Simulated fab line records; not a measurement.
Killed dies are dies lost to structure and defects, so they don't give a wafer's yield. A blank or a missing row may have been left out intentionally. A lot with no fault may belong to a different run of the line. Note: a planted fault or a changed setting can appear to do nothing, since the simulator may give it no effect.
Chamber matching	flow n5-finfet	4 sister chambers for N5_MOL_CONTACT_COAG_ETCHBACK_134 on rie-diel-01
The step etches SiO2 in CHF3, target depth 10 nm, time 6.7 s. 4 wafers are shown with their chamber, then 8 later ones without.

== WAFERS, EACH WITH ITS CHAMBER ==
wafer	chamber	drypump-motor-current-A (A)
L088.1	3	4.9
L088.2	1	5.4
L088.5	2	6.4
L089.1	0	4.9

== WAFERS WHOSE CHAMBER IS MISSING ==
wafer	drypump-motor-current-A (A)
L089.3	5.3
L089.4	4.9
L093.1	6.4
L093.4	6.4
L093.5	4.9
L097.1	6.4
L097.2	5.3
L097.3	4.9

== WHICH CHAMBER EACH ONE RAN IN ==
wafer	from the rows above	in truth
L089.3	1	1
L089.4	can't be placed: 0 or 3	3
L093.1	2	2
L093.4	2	2
L093.5	can't be placed: 0 or 3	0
L097.1	2	2
L097.2	1	1
L097.3	can't be placed: 0 or 3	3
Correct placement for 5 of the 8. Can't be placed from these rows: 3 (the true chamber is among the candidates in 3). Wrongly placed: 0.
How it was worked out, from the rows above alone: a wafer's distance from a chamber is the root of the sum, over the readings, of the square of ((its reading less the chamber's mean) divided by the reading's scatter). The wafer belongs to the nearest chamber; if the next one is less than 2 further off, it can't be placed. The mean given for a chamber averages the wafers shown for that chamber. The scatter (one wafer shown for each chamber): square how far every hidden wafer sits from the nearest shown wafer, average those squares and take the square root.
